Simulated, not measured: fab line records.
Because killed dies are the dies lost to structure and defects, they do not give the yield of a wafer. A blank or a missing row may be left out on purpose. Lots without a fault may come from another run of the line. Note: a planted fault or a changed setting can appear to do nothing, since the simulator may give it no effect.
Chamber matching -- flow n5 finfet -- N5_BEOL_M4_STRIP_36 on rie diel-05: 4 sister chambers
The step strips in N2/H2. 8 wafers are shown with their chamber, then 8 later ones without.

WAFERS PAIRED WITH THEIR CHAMBERS
wafer,chamber,showerhead plenum p Torr (Torr),drypump motor current A (A)
L078.5,0,2.57,4.9
L079.6,3,2.71,5.7
L082.4,2,2.63,5.9
L082.5,2,2.63,5.9
L087.1,1,2.41,5.5
L087.2,3,2.70,5.7
L087.6,0,2.56,5.0
L091.1,1,2.41,5.5

WAFERS WITH NO CHAMBER GIVEN
wafer,showerhead plenum p Torr (Torr),drypump motor current A (A)
L091.3,2.56,5.0
L091.4,2.62,5.9
L093.1,2.41,5.6
L093.2,2.56,5.0
L093.3,2.62,5.9
L094.4,2.41,5.5
L094.5,2.56,4.9
L094.6,2.69,5.7

WHICH CHAMBER EACH ONE RAN IN
wafer,from the rows above,in truth
L091.3,0,0
L091.4,2,2
L093.1,1,1
L093.2,0,0
L093.3,2,2
L094.4,1,1
L094.5,0,0
L094.6,3,3
8 of 8 placed correctly. Can't be placed from these rows: 0. Placed wrongly: 0.
How it was worked out, from the rows above alone: a wafer's distance from a chamber is the root of the sum, over the readings, of the square of ((its reading less the chamber's mean) divided by the reading's scatter). If the next closest chamber is less than 2 further off than the closest, the wafer can't be placed; otherwise it belongs to the closest. For every chamber, the mean is computed from those of its wafers that are shown. The scatter: take each reading less its chamber's mean, square it, sum over the shown wafers, divide by the number of wafers less the number of chambers, and take the root.
